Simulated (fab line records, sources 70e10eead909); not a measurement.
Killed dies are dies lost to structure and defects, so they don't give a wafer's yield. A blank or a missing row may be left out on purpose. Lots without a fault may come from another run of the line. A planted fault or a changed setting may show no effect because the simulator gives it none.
Problem report in the 8D (eight disciplines) form, filled by code | flow nand_harc | the parts of the form that need people (team, actions taken, sign-off) are left out

1. THE PROBLEM
cd_nm at NHARC_A_SLIT_CD_MEAS_09 reads a mean of 286.2 nm on 6 wafers of 2 lots; wafers without a fault read 299.9 nm with a standard deviation of 0.59. That is -23 standard deviations from the usual mean.
The step: target cd 300 nm.
First seen on wafer L666.3, day 17 10:32, on cd_sem-01. The record holds 36 wafers of 12 lots with a number at this step. Rule for "out", or "out of limits": more than 4 standard deviations from the usual mean. The other wafers with a number count as sound.

2. WHAT IT IS AND WHAT IT IS NOT
question                    | is                     | is not
which readings at this step | cd_nm                  | -
which lots                  | L666, L671             | L655, L656, L660, L661, L662, L663, L664, L675, L676, L677
which wafers of those lots  | all that have a number | -
read on which gauges        | cd_sem-01, cd_sem-03   | cd_sem-02
when                        | from day 17 10:32      | up to then (18 sound wafers); but 12 sound wafers of L664, L675, L676, L677 came after

3. SUSPECTS, AND WHAT RULES EACH OUT
Counting: a tool at a process step up to the reading stays a suspect if it ran every lot that is out and no sound lot after the first of them.
- the gauge at NHARC_A_SLIT_CD_MEAS_09: ruled out. The wafers that are out were read on 2 gauges (cd_sem-01, cd_sem-03).
- rie_diel-02 at NHARC_A_SGD_CUT_ETCH_59 (etches the open film in N2/H2, target depth 260 nm, time 406.25 s): ruled out as a lasting fault. Sound lots L677 ran on it after its first lot that is out, L666 (day 17 10:24). NHARC_A_SGD_CUT_ETCH_59 gives no start for some lots, so the hours and the order of its lots are those of NHARC_A_SLIT_EXPOSE_06.
- arfi_scanner-03 at NHARC_A_SLIT_EXPOSE_06 (exposes mask SLIT): kept. It ran every lot that is out, first L666 (day 17 10:24), and no sound lot after that; its last sound lot up to then is L663 (day 16 16:29). Its own readings are out on those wafers: exposure_dose_mJ_cm2.
Left after counting: arfi_scanner-03 at NHARC_A_SLIT_EXPOSE_06.

4. THE CAUSE (what the simulator had put in)
Process parameter drift: arfi_scanner-03, from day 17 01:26 on, at NHARC_A_SLIT_EXPOSE_06. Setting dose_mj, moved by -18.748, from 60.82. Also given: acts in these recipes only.
Counting left only this tool.

5. THE CHAIN OF EFFECTS, in route order
Each row: a reading whose mean over the struck wafers that have a number lies more than 3 standard deviations from the usual. Only readings for which the record gives a usual standard deviation are gone through. hours: the time from each lot's start at the first step in this table that gives one to its start at this step, as a median over the lots. sigmas: the change in usual standard deviations.
hours | step                    | reading              | usual    | on struck wafers | change | sigmas
0     | NHARC_A_SLIT_EXPOSE_06  | exposure_dose_mJ_cm2 | 60.82    | 43.93            | -16.89 | -99 or more
0     | NHARC_A_SLIT_CD_MEAS_09 | cd_nm                | 299.9 nm | 286.2            | -13.7  | -23
The process steps in it:
- NHARC_A_SLIT_EXPOSE_06: exposes mask SLIT.
Later measuring or inspecting steps at which every struck wafer that the step has a row for has a number for every such reading, and none has moved that far: NHARC_A_SLIT_OVL_MEAS_10.

6. WHAT WOULD HAVE CAUGHT IT SOONER
In this record the first reading out of limits at a measuring or inspecting step was taken at day 17 10:32, 9 hours after the fault began at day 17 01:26.
The tool's own readings at NHARC_A_SLIT_EXPOSE_06 were out on every struck wafer that the step has a row for (exposure_dose_mJ_cm2): an alarm limit on them would have fired on the first of those.
Of the lots that are out (2), L671 began NHARC_A_SLIT_EXPOSE_06 on arfi_scanner-03 after day 17 10:32. A hold on the tool at that time would have spared it.
